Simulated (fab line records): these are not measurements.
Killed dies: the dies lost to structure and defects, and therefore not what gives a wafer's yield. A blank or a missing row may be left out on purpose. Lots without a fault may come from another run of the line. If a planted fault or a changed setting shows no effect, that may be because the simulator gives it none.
Which tool did it?	flow n5 finfet	Sampling: 12 lots, 36 wafers, 3 of 1938 route steps

WHAT EACH GAUGE READ, for each wafer
N5_BEOL_M13_OVL_MEAS_29.
lot	measured	on	M13_OVL (nm)
L075	day 13 21:08	overlay-02	6 5 6
L077	day 14 09:01	overlay-02	10 11 6
L080	day 15 01:40	overlay-01	6 5 7
L083	day 15 08:37	overlay-01	3 -1 5
L084	day 15 17:16	overlay-02	2 4 -5
L092	day 16 05:55	overlay-01	1 2 4
L088	day 16 23:26	overlay-02	4 2 10
L089	day 17 05:13	overlay-02	1 -5 -2
L091	day 17 17:49	overlay-02	4 9 8
L097	day 18 20:17	overlay-01	14 6 10
L079	day 18 21:14	overlay-02	15 12 11
L095	day 19 19:48	overlay-02	-2 -4 -9

EACH LOT AND THE TOOL THAT RAN IT (in order: tool; ch and the chambers of the sampled wafers; start)
lot	N5_BEOL_M12_TRENCH_ETCH_34	N5_BEOL_M12_DEGAS_41
L075	rie diel-02 ch 0,1, day 13 15:44	pvd sputter-03, day 13 18:18
L077	rie diel-02 ch 0,2, day 14 04:53	pvd sputter-02, day 14 06:16
L080	rie diel-04 ch 0,1, day 14 21:47	pvd sputter-03, day 14 22:28
L083	rie diel-02 ch 0,1,2, day 15 03:24	pvd sputter-02, day 15 05:31
L084	rie diel-04 ch 0,1,3, day 15 11:17	pvd sputter-03, day 15 14:17
L092	rie diel-05 ch 1,2,3, day 16 00:05	pvd sputter-03, day 16 03:03
L088	rie diel-02 ch 1,3, day 16 17:18	pvd sputter-03, day 16 20:08
L089	rie diel-05 ch 1,3, day 16 23:52	pvd sputter-03, day 17 01:53
L091	rie diel-05 ch 1,2,3, day 17 05:30	pvd sputter-02, day 17 13:56
L097	rie diel-02 ch 0,3, day 18 15:38	pvd sputter-01, day 18 17:20
L079	rie diel-02 ch 0,3, day 18 16:31	pvd sputter-03, day 18 17:50
L095	rie diel-02 ch 0,1, day 19 14:17	pvd sputter-02, day 19 16:58
- N5_BEOL_M12_TRENCH_ETCH_34: etches SiOC in C4F8/O2/Ar, target depth 318.95 nm, time 125.5 s.
- N5_BEOL_M12_DEGAS_41: time 60 s.

THE ANSWER, worked out from the rows above alone
Rule: the usual values come from the lots themselves. Put in order of their means at a reading, lots are off if they are a third of the lots or fewer, leave a main group of 4 or more, and stand apart from it by a gap of 3 or more times the standard deviation of the main group's means; of several such gaps the widest counts. A main group is skipped when, at the precision printed for the reading in the tables above, its means are all equal. A lot without any number at a reading at which 4 lots or more have one is off too. Any other lot the step has rows for is counted as sound.
No lot is off on any of the readings shown, so nothing can be concluded from this.

WHAT THE SIMULATOR PUT IN
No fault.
